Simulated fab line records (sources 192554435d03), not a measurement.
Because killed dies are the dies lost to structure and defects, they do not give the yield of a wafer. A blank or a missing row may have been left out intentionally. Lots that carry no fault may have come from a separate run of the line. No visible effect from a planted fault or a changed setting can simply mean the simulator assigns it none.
Matching of chambers	flow n5 finfet	ald metal-04 running N5_HKMG_FIN_ALD_71: 4 sister chambers
The step deposits TiN, target thk 1 nm, pulse time 1 s, purge time 3 s. 8 wafers are shown with their chamber, then 11 later ones without.

## WAFERS, EACH WITH ITS CHAMBER
wafer	chamber	heater power w (W)	precursor pulse height rel
L079.6	3	813	1.006
L080.6	3	801	0.974
L085.2	0	973	1.012
L085.3	2	1125	1.010
L086.2	1	883	1.004
L086.3	0	966	0.975
L086.5	1	843	0.998
L087.2	2	1120	1.036

## WAFERS MISSING THEIR CHAMBER
wafer	heater power w (W)	precursor pulse height rel
L087.3	832	1.016
L087.6	946	0.966
L091.2	870	0.981
L091.5	908	0.997
L091.6	1136	0.974
L094.1	1136	1.026
L094.2	943	0.977
L094.6	872	0.985
L096.2	964	0.996
L096.4	879	0.983
L096.5	1125	0.981

## EACH ONE'S CHAMBER
wafer	from the rows above	in truth
L087.3	can't be placed: 3 or 1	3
L087.6	0	0
L091.2	1	1
L091.5	can't be placed: 1 or 0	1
L091.6	2	2
L094.1	2	2
L094.2	0	0
L094.6	1	1
L096.2	0	0
L096.4	1	1
L096.5	2	2
Placed correctly: 9 of 11. Can't be placed from these rows: 2 (the true chamber is among the candidates in 2). Wrongly placed: 0.
How it was worked out, from the rows above alone: a wafer's distance from a chamber is the root of the sum, over the readings, of the square of ((its reading less the chamber's mean) divided by the reading's scatter). If the next closest chamber is less than 2 further off than the closest, the wafer can't be placed; otherwise it belongs to the closest. The mean given for a chamber averages the wafers shown for that chamber. The scatter: the root of (the sum of the squares of (reading less its chamber's mean) over the shown wafers, divided by (wafers less chambers)).
